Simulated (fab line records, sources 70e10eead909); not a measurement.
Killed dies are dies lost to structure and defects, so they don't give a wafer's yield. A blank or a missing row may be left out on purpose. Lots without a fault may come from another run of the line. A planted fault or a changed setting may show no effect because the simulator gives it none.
fab line records | flow nand_harc | part 1 of 2: steps 1 to 26 of 41
record lots=5 wafers=15 last_day=24
route steps=1159 shown P_BONDPAD@354 A_START@389 A_ZERO_WELL@390
lots that met no fault: from a run of the same line without faults
start_h: hours from the record's first day to the start of the lot's first wafer shown | wait_h: hours since the lot's step before | " the same as in the row above | L1.1+2: a row that stands for several wafers | - no value, or no start given | * or withheld: withheld | < > ~ a bound
route shown NAME@n: a module of which the file shows steps, and the number in the route of the first | usual: mean/standard deviation of fault-free wafers | same: alike in all rows | chamber/n: place in a boat | sites: the reading at each site | _std_site: their standard deviation | _edge_site: outer sites' mean less inner sites' | radius_mm: how far each site lies from the wafer's centre | mask NAME#n: copy n | behind: the tool/chamber that last shaped the wafer | hold: why the lot was held/for how many hours/how that ended | device: the transistor (n, p or np) that didn't switch | end of line: the same wafers' tests at the end of the route | a step without rows: its recipe alone | killed: dies lost to structure and defects at the first sort, not the wafer's yield | map: a wafer's dies, x killed, . not, _ none there
set.NAME: the setting as run; set.NAME@STEP: as run at that earlier step | model.NAME: the simulator's own value behind a step, which no gauge read
lots at some steps of the route; a table a step, a row a wafer
services: from which hour (start_h, from the record's first day; less than 0 if before it) a tool's chamber was out of use, for how many hours, and why
## steps
# step NHARC_P_BONDPAD_SRD_34
# columns lot.wafer tool chamber start_h wait_h
L074.1+4+3 wet_bench-08 4,6,0 127.27 0.0
L081.3+6+2 wet_bench-10 3,4,6 172.34 0.0
L085.2+3+5 wet_bench-08 1,3,4 208.23 0.0
L093.4+3+5 wet_bench-10 6,0,1 237.26 0.0
L096.5+6+1 wet_bench-10 3,4,5 256.90 0.0
# step NHARC_P_BONDPAD_DEHYDRATE_01
# recipe temp_c=150 time_s=120
# columns lot.wafer tool chamber start_h wait_h
L074.1+3+4 litho_track-07 0 127.35 0.1
L081.2+3+6 litho_track-05 0 172.44 0.1
L085.2+3+5 litho_track-05 0 208.31 0.1
L093.3+4+5 litho_track-02 0 237.34 0.1
L096.1+5+6 litho_track-02 0 256.97 0.1
# step NHARC_P_BONDPAD_HMDS_02
# recipe time_s=30
# columns lot.wafer tool chamber start_h wait_h
L074.1+3+4 litho_track-07 0 - -
L081.2+3+6 litho_track-05 0 - -
L085.2+3+5 litho_track-05 0 - -
L093.3+4+5 litho_track-02 0 - -
L096.1+5+6 litho_track-02 0 - -
# step NHARC_P_BONDPAD_COAT_36
# recipe temp_c=200 time_s=65
# columns lot.wafer tool chamber start_h wait_h
L074.1+3+4 litho_track-07 0 - -
L081.2+3+6 litho_track-05 0 - -
L085.2+3+5 litho_track-05 0 - -
L093.3+4+5 litho_track-02 0 - -
L096.1+5+6 litho_track-02 0 - -
# step NHARC_P_BONDPAD_COAT_03
# recipe spin_rpm=2000 resist_thk_nm=600
# columns lot.wafer tool chamber start_h wait_h
L074.1+3+4 litho_track-07 0 - -
L081.2+3+6 litho_track-05 0 - -
L085.2+3+5 litho_track-05 0 - -
L093.3+4+5 litho_track-02 0 - -
L096.1+5+6 litho_track-02 0 - -
# step NHARC_P_BONDPAD_SOFTBAKE_04
# recipe temp_c=125 time_s=70
# columns lot.wafer tool chamber start_h wait_h
L074.1+3+4 litho_track-07 0 - -
L081.2+3+6 litho_track-05 0 - -
L085.2+3+5 litho_track-05 0 - -
L093.3+4+5 litho_track-02 0 - -
L096.1+5+6 litho_track-02 0 - -
# step NHARC_P_BONDPAD_EBR_05
# columns lot.wafer tool chamber start_h wait_h
L074.1+3+4 litho_track-07 0 - -
L081.2+3+6 litho_track-05 0 - -
L085.2+3+5 litho_track-05 0 - -
L093.3+4+5 litho_track-02 0 - -
L096.1+5+6 litho_track-02 0 - -
# step NHARC_P_BONDPAD_EXPOSE_06
# recipe na=0.55 dose_mj=37.06 mask_id=P_BPAD
# columns lot.wafer tool chamber start_h wait_h mask
L074.1+3+4 krf_scanner-01 0 127.52 - P_BPAD#0
L081.2+3+6 krf_scanner-01 0 172.73 - P_BPAD#0
L085.2+3+5 krf_scanner-03 0 208.61 - P_BPAD#0
L093.3+4+5 krf_scanner-04 0 237.64 - P_BPAD#0
L096.1+5+6 krf_scanner-04 0 257.26 - P_BPAD#0
# step NHARC_P_BONDPAD_PEB_07
# recipe peb_temp_c=128 peb_time_s=80
# columns lot.wafer tool chamber start_h wait_h
L074.1+3+4 litho_track-07 0 127.59 0.1
L081.2+3+6 litho_track-02 0 172.79 0.1
L085.2+3+5 litho_track-07 0 208.67 0.1
L093.3+4+5 litho_track-02 0 237.70 0.1
L096.1+5+6 litho_track-02 0 257.33 0.1
# step NHARC_P_BONDPAD_DEVELOP_08
# recipe time_s=50 dev_temp_c=22
# columns lot.wafer tool chamber start_h wait_h
L074.1+3+4 litho_track-07 0 - -
L081.2+3+6 litho_track-02 0 - -
L085.2+3+5 litho_track-07 0 - -
L093.3+4+5 litho_track-02 0 - -
L096.1+5+6 litho_track-02 0 - -
# step NHARC_P_BONDPAD_CD_MEAS_09
# recipe target_cd_nm=500 landing_energy_ev=500
# usual cd_nm=500.5/1.3
# columns lot.wafer tool chamber start_h wait_h cd_nm
L074.1 cd_sem-01 0 127.67 - 500.3
L074.3 " 0 " " 499.5
L074.4 " 0 " " 501.0
L081.2 cd_sem-03 0 172.88 - 500.2
L081.3 " 0 " " 500.1
L081.6 " 0 " " 499.2
L085.2 cd_sem-03 0 208.76 - 501.3
L085.3 " 0 " " 500.6
L085.5 " 0 " " 500.9
L093.3 cd_sem-03 0 237.79 - 500.0
L093.4 " 0 " " 498.1
L093.5 " 0 " " 498.6
L096.1 cd_sem-02 0 257.41 - 503.1
L096.5 " 0 " " 502.5
L096.6 " 0 " " 499.2
# step NHARC_P_BONDPAD_OVL_MEAS_38
# usual overlay_x_nm=0/4.9 overlay_y_nm=1/5
# columns lot.wafer tool chamber start_h wait_h overlay_x_nm overlay_y_nm
L074.1 overlay-01 - 127.76 - 8 -7
L074.3 " - " " 9 -6
L074.4 " - " " 8 -6
L081.2 overlay-02 - 172.97 - -6 -3
L081.3 " - " " -5 -3
L081.6 " - " " -6 -2
L085.2 overlay-01 - 208.84 - -4 -3
L085.3 " - " " -4 -2
L085.5 " - " " -5 -3
L093.3 overlay-02 - 237.87 - 3 -6
L093.4 " - " " 3 -6
L093.5 " - " " 5 -6
L096.1 overlay-01 - 257.50 - 0 -3
L096.5 " - " " 0 -4
L096.6 " - " " 0 -4
# step NHARC_P_BONDPAD_HARDBAKE_10
# recipe temp_c=118 time_s=65
# columns lot.wafer tool chamber start_h wait_h
L074.1+3+4 litho_track-02 0 127.81 0.0
L081.2+3+6 litho_track-07 0 173.01 0.0
L085.2+3+5 litho_track-02 0 208.89 0.0
L093.3+4+5 litho_track-07 0 237.92 0.1
L096.1+5+6 litho_track-05 0 257.55 0.0
# step NHARC_P_BONDPAD_DESCUM_11
# recipe time_s=3 o2_flow_sccm=200 ar_flow_sccm=0 bias_power_w=0 chemistry=O2
# usual drypump_motor_current_A=5.6/0.45 o2_flow_sccm=200.0/0.54 oes_product_au=0.998/0.0078 rf_vpp_V=58.0/0.84 showerhead_plenum_p_Torr=1.95/0.063 throttle_valve_pct=11.311/0.0095
# columns lot.wafer tool chamber start_h wait_h drypump_motor_current_A o2_flow_sccm oes_product_au rf_hours_counter_h rf_vpp_V showerhead_plenum_p_Torr throttle_valve_pct
L074.4 rie_diel-02 0 127.89 - 5.6 200.1 1.008 47 58.8 2.04 11.321
L074.3 " 1 " " 5.8 200.6 1.009 53 57.5 1.91 11.306
L074.1 " 3 " " 4.9 200.1 1.010 52 57.6 1.91 11.320
L081.2 rie_diel-05 3 173.09 - 5.0 200.0 0.992 0 57.2 1.98 11.301
L081.3 " 2 " " 5.6 199.9 0.988 0 56.8 1.92 11.312
L081.6 " 3 " " 5.0 199.3 0.995 - 58.2 1.98 11.314
L085.2 rie_diel-11 2 208.97 - 6.2 199.4 1.001 1 58.9 1.94 11.294
L085.3 " 0 " " 5.9 199.5 0.993 0 58.1 2.00 11.313
L085.5 " 1 " " 5.3 199.5 1.000 - 57.9 2.00 11.317
L093.3 rie_diel-05 1 238.01 - 6.5 200.0 0.990 21 57.8 1.83 11.309
L093.4 " 2 " " 5.6 200.2 0.988 22 57.8 1.91 11.315
L093.5 " 3 " " 5.0 199.9 0.993 - 57.0 1.97 11.317
L096.1 rie_diel-05 1 257.65 - 6.5 200.4 0.992 30 58.4 1.83 11.323
L096.5 " 2 " " 5.6 200.6 0.990 - 58.2 1.91 11.303
L096.6 " 3 " " 5.0 199.6 0.991 - 57.8 1.97 11.298
# step NHARC_P_BONDPAD_ETCH_37
# recipe target_depth_a=600 overetch_a=180 time_s=65.91 ion_energy_ev=200 n2_flow_sccm=150 h2_flow_sccm=150 ar_flow_sccm=0 rf_w=400 bias_w=150 chemistry=N2/H2
# usual drypump_motor_current_A=5.7/0.47 oes_product_au=0.997/0.0075 rf_vpp_V=431.8/2.1 showerhead_plenum_p_Torr=2.08/0.07 throttle_valve_pct=14.172/0.0099
# columns lot.wafer tool chamber start_h wait_h drypump_motor_current_A oes_product_au rf_hours_counter_h rf_vpp_V showerhead_plenum_p_Torr throttle_valve_pct
L074.4 rie_diel-02 0 127.98 0.1 5.6 0.988 47 434.2 2.18 14.181
L074.1 " 1 " " 5.8 0.985 53 430.3 2.04 14.174
L074.3 " 2 " " 6.2 1.008 54 434.0 2.16 14.171
L081.3 rie_diel-05 0 173.22 0.1 5.2 0.996 0 428.6 1.98 14.171
L081.2 " 1 " " 6.5 0.987 0 429.1 1.96 14.175
L081.6 " 3 " " 5.0 1.004 - 432.7 2.11 14.167
L085.3 rie_diel-11 0 209.05 0.1 5.9 0.985 0 432.2 2.13 14.179
L085.2 " 3 " " 5.3 0.996 1 435.3 2.15 14.159
L085.5 " 0 " " 5.9 1.004 - 434.9 2.13 14.167
L093.4 rie_diel-05 3 238.09 0.1 5.0 0.993 23 432.4 2.10 14.181
L093.3 " 0 " " 5.3 0.982 23 427.2 1.97 14.163
L093.5 " 1 " " 6.4 0.997 - 427.8 1.95 14.160
L096.1 rie_diel-05 1 257.72 0.1 6.5 0.983 30 428.2 1.95 14.163
L096.6 " 3 " " 5.0 0.984 - 431.4 2.10 14.168
L096.5 " 0 " " 5.3 0.990 - 426.7 1.97 14.177
# step NHARC_P_BONDPAD_ETCH_12
# recipe target_depth_a=2000 time_s=100 chf3_flow_sccm=50 o2_flow_sccm=10 ar_flow_sccm=200 rf_w=500 bias_w=200 chemistry=CHF3/O2
# usual drypump_motor_current_A=5.6/0.47 o2_flow_sccm=10.00/0.031 oes_product_au=0.949/0.021 rf_vpp_V=371.6/1.7 showerhead_plenum_p_Torr=2.45/0.075 throttle_valve_pct=20.572/0.0093
# columns lot.wafer tool chamber start_h wait_h drypump_motor_current_A o2_flow_sccm oes_product_au rf_hours_counter_h rf_vpp_V showerhead_plenum_p_Torr throttle_valve_pct
L074.1 rie_diel-02 2 - - 6.2 9.98 0.934 54 373.6 2.54 20.565
L074.4 " 3 " " 4.9 9.98 0.928 52 370.0 2.40 20.554
L074.3 " 0 " " 5.6 10.02 0.921 47 372.4 2.56 20.564
L081.3 rie_diel-05 3 - - 5.0 10.02 0.962 0 371.2 2.48 20.591
L081.2 " 0 " " 5.3 10.02 0.944 0 368.7 2.33 20.568
L081.6 " 3 " " 5.0 9.98 0.937 - 372.6 2.48 20.584
L085.3 rie_diel-11 2 - - 6.2 10.01 0.953 1 370.9 2.43 20.557
L085.2 " 3 " " 5.4 10.09 0.979 1 373.6 2.53 20.587
L085.5 " 0 " " 5.9 9.98 0.965 - 373.4 2.51 20.572
L093.4 rie_diel-05 3 - - 5.0 10.04 0.960 23 371.8 2.47 20.580
L093.3 " 0 " " 5.3 9.97 0.954 23 369.8 2.32 20.580
L093.5 " 2 " " 5.7 10.03 0.963 - 370.6 2.40 20.569
L096.1 rie_diel-05 1 - - 6.5 10.06 0.949 31 367.8 2.30 20.572
L096.5 " 2 " " 5.7 9.95 0.931 - 369.6 2.40 20.585
L096.6 " 3 " " 5.0 9.97 0.938 - 372.4 2.47 20.573
# step NHARC_P_BONDPAD_CD_MEAS_13
# usual cd_nm=499.9/1.3
# columns lot.wafer tool chamber start_h wait_h cd_nm
L074.1 cd_sem-02 - 128.20 - 499.9
L074.3 " - " " 499.1
L074.4 " - " " 500.1
L081.2 cd_sem-02 - 173.45 - 500.6
L081.3 " - " " 499.9
L081.6 " - " " 498.8
L085.2 cd_sem-02 - 209.28 - 500.4
L085.3 " - " " 500.1
L085.5 " - " " 500.2
L093.3 cd_sem-03 - 238.32 - 500.5
L093.4 " - " " 498.1
L093.5 " - " " 498.6
L096.1 cd_sem-01 - 258.41 - 502.7
L096.5 " - " " 501.3
L096.6 " - " " 498.9
# step NHARC_P_BONDPAD_STRIP_15
# recipe o2_flow_sccm=500 ar_flow_sccm=0 bias_w=0 chemistry=O2
# usual drypump_motor_current_A=5.7/0.43 o2_flow_sccm=500.0/1.5 oes_product_au=0.998/0.0089 rf_vpp_V=58.0/0.94 showerhead_plenum_p_Torr=3.61/0.1 throttle_valve_pct=17.037/0.009
# columns lot.wafer tool chamber start_h wait_h drypump_motor_current_A o2_flow_sccm oes_product_au rf_hours_counter_h rf_vpp_V showerhead_plenum_p_Torr throttle_valve_pct
L074.3 rie_diel-11 1 128.27 0.1 5.3 499.6 1.008 10 59.6 3.69 17.029
L074.4 " 2 " " 6.2 502.7 1.008 10 57.9 3.57 17.033
L074.1 " 0 " " 5.9 501.3 1.006 9 59.0 3.68 17.039
L081.2 rie_diel-11 1 173.53 0.1 5.3 503.3 1.008 14 59.4 3.68 17.044
L081.3 " 3 " " 5.3 501.0 0.993 13 57.5 3.71 17.048
L081.6 " 0 " " 5.9 501.2 1.003 - 59.2 3.68 17.040
L085.3 rie_diel-11 2 209.37 0.1 6.2 500.7 1.003 1 56.4 3.57 17.044
L085.2 " 3 " " 5.3 498.2 0.997 1 58.5 3.71 17.054
L085.5 " 1 " " 5.3 499.5 1.004 - 59.5 3.68 17.025
L093.3 rie_diel-05 1 238.40 0.1 6.5 500.7 0.990 21 57.6 3.39 17.036
L093.4 " 3 " " 5.0 500.1 0.996 23 59.1 3.63 17.037
L093.5 " 0 " " 5.3 500.9 0.989 - 57.9 3.42 17.040
L096.1 rie_diel-05 1 258.52 0.1 6.5 499.0 0.986 31 56.7 3.39 17.034
L096.5 " 3 " " 5.0 500.3 0.992 - 56.7 3.62 17.049
L096.6 " 0 " " 5.3 499.4 0.994 - 56.7 3.41 17.034
# step NHARC_P_BONDPAD_ETCH_24
# recipe target_depth_a=300 over_etch_frac=0.3 time_s=72.99 ion_energy_ev=150 cf4_flow_sccm=50 n2_flow_sccm=100 ar_flow_sccm=150 rf_w=300 bias_w=100 chemistry=CF4/N2
# usual cf4_flow_sccm=50.01/0.15 drypump_motor_current_A=5.7/0.46 oes_product_au=0.998/0.0083 rf_vpp_V=315.1/1.6 showerhead_plenum_p_Torr=2.68/0.081 throttle_valve_pct=19.795/0.0098
# same over_etch_frac=0.3
# columns lot.wafer tool chamber start_h wait_h cf4_flow_sccm drypump_motor_current_A oes_product_au rf_hours_counter_h rf_vpp_V showerhead_plenum_p_Torr throttle_valve_pct
L074.3 rie_diel-11 0 - - 49.93 5.9 1.006 10 316.6 2.74 19.789
L074.1 " 2 " " 49.94 6.2 1.011 10 313.9 2.66 19.797
L074.4 " 3 " " 49.92 5.3 1.001 10 315.6 2.76 19.779
L081.3 rie_diel-11 0 - - 50.03 5.9 1.011 13 314.7 2.74 19.796
L081.2 " 1 " " 49.82 5.3 1.001 14 316.7 2.74 19.788
L081.6 " 0 " " 49.94 5.9 1.009 - 316.6 2.74 19.810
L085.3 rie_diel-11 1 - - 50.17 5.3 1.007 1 318.0 2.74 19.797
L085.2 " 2 " " 50.06 6.2 0.994 1 313.6 2.66 19.776
L085.5 " 1 " " 50.15 5.3 1.001 - 315.1 2.74 19.782
L093.4 rie_diel-05 1 - - 49.97 6.4 0.983 21 312.7 2.52 19.798
L093.3 " 0 " " 50.03 5.3 0.985 23 313.2 2.54 19.794
L093.5 " 1 " " 50.14 6.5 0.988 - 312.9 2.52 19.795
L096.1 rie_diel-05 1 - - 50.11 6.5 0.993 31 312.5 2.52 19.787
L096.5 " 0 " " 50.19 5.3 0.982 - 310.8 2.54 19.806
L096.6 " 1 " " 49.92 6.5 0.982 - 314.5 2.52 19.800
# step NHARC_P_BONDPAD_STRIP_16
# recipe time_s=600 temp_c=30 chemistry=post_etch_residue_remover
# columns lot.wafer tool chamber start_h wait_h
L074.3+1+4 wet_bench-08 2,3,6 128.55 -
L081.6+2+3 wet_bench-10 4,7,1 173.80 -
L085.5+3+2 wet_bench-08 4,5,7 209.63 -
L093.4+5+3 wet_bench-10 7,0,2 238.71 -
L096.6+1+5 wet_bench-10 5,6,7 258.89 -
# step NHARC_P_BONDPAD_DEGAS_25
# recipe temp_c=300 time_s=60
# usual heater_power_w=475/43
# columns lot.wafer tool chamber start_h wait_h heater_power_w
L074.1 pvd_sputter-01 - 128.82 - 540
L074.3 " - " " 450
L074.4 " - " " 530
L081.2 pvd_sputter-01 - 174.07 - 448
L081.3 " - " " 546
L081.6 " - " " 405
L085.3 pvd_sputter-02 - 209.92 - 499
L085.2 " - " " 500
L085.5 " - " " 483
L093.3 pvd_sputter-01 - 238.98 - 538
L093.4 " - " " 421
L093.5 " - " " 526
L096.1 pvd_sputter-01 - 259.15 - 448
L096.6 " - " " 411
L096.5 " - " " 439
# step NHARC_P_BONDPAD_PRE_CLEAN_26
# recipe time_s=30 temp_c=280 gas=H2/He
# usual heater_power_w=419/37
# columns lot.wafer tool chamber start_h wait_h heater_power_w
L074.3 pvd_sputter-01 - - - 482
L074.1 " - " " 395
L074.4 " - " " 474
L081.2 pvd_sputter-01 - - - 397
L081.3 " - " " 369
L081.6 " - " " 402
L085.2 pvd_sputter-02 - - - 411
L085.3 " - " " 434
L085.5 " - " " 425
L093.3 pvd_sputter-01 - - - 386
L093.4 " - " " 457
L093.5 " - " " 387
L096.1 pvd_sputter-01 - - - 473
L096.6 " - " " 392
L096.5 " - " " 477
# step NHARC_P_BONDPAD_PVD_17
# recipe target_thk_a=50 bias_v=168.6 power_w=15000 chamber_pressure_pa=0.12 time_s=8.06 substrate_temp_c=50 material=TaN
# usual throttle_valve_pct=29.5/0.68
# columns lot.wafer tool chamber start_h wait_h throttle_valve_pct
L074.4 pvd_sputter-01 - - - 29.4
L074.1 " - " " 29.3
L074.3 " - " " 29.4
L081.2 pvd_sputter-01 - - - 29.7
L081.3 " - " " 29.3
L081.6 " - " " 29.4
L085.3 pvd_sputter-02 - - - 29.0
L085.2 " - " " 29.3
L085.5 " - " " 28.9
L093.4 pvd_sputter-01 - - - 30.3
L093.3 " - " " 29.4
L093.5 " - " " 29.0
L096.1 pvd_sputter-01 - - - 29.7
L096.6 " - " " 29.2
L096.5 " - " " 29.4
# step NHARC_P_BONDPAD_PVD_27
# recipe target_thk_a=300 chamber_pressure_pa=5 power_w=5000 substrate_temp_c=30 time_s=20.49 material=Cu
# usual throttle_valve_pct=29.4/0.71
# columns lot.wafer tool chamber start_h wait_h throttle_valve_pct
L074.1 pvd_sputter-01 - - - 29.5
L074.4 " - " " 29.3
L074.3 " - " " 29.7
L081.2 pvd_sputter-01 - - - 30.6
L081.3 " - " " 29.0
L081.6 " - " " 29.4
L085.2 pvd_sputter-02 - - - 29.3
L085.3 " - " " 29.4
L085.5 " - " " 29.2
L093.3 pvd_sputter-01 - - - 30.4
L093.4 " - " " 29.2
L093.5 " - " " 30.3
L096.1 pvd_sputter-01 - - - 30.6
L096.6 " - " " 29.2
L096.5 " - " " 29.2
# step NHARC_P_BONDPAD_ECD_18
# recipe target_thk_a=4000 bath_temp_c=25 material=Cu
# usual bath_temp_c=24.99/0.11
# columns lot.wafer tool chamber start_h wait_h bath_temp_c
L074.1 ecd_cu-01 0 129.19 - 24.88
L074.4 " 0 " " 24.88
L074.3 " 1 " " 24.98
L081.2 ecd_cu-01 1 174.43 - 25.18
L081.3 " 1 " " 25.25
L081.6 " 1 " " 25.05
L085.2 ecd_cu-01 1 210.26 - 24.81
L085.3 " 1 " " 24.88
L085.5 " 1 " " 24.91
L093.4 ecd_cu-01 1 239.45 - 25.04
L093.3 " 0 " " 25.06
L093.5 " 1 " " 24.91
L096.1 ecd_cu-02 0 259.51 - 24.95
L096.6 " 0 " " 24.99
L096.5 " 1 " " 24.88
# step NHARC_P_BONDPAD_ANNEAL_28
# recipe temp_c=225 time_s=90
# usual wafer_temp_C_max=225.84/0.22
# columns lot.wafer tool chamber start_h wait_h wafer_temp_C_max
L074.1 rtp_anneal-01 0 129.59 - 225.81
L074.3 " 0 " " 225.72
L074.4 " 0 " " 226.06
L081.2 rtp_anneal-01 0 174.89 0.4 225.44
L081.3 " 0 " " 225.71
L081.6 " 0 " " 225.72
L085.2 rtp_anneal-01 0 210.72 0.4 225.71
L085.3 " 0 " " 226.11
L085.5 " 0 " " 225.77
L093.3 rtp_anneal-02 0 239.83 - 225.71
L093.4 " 0 " " 225.61
L093.5 " 0 " " 225.75
L096.1 rtp_anneal-02 0 259.92 0.4 225.59
L096.5 " 0 " " 225.47
L096.6 " 0 " " 225.79
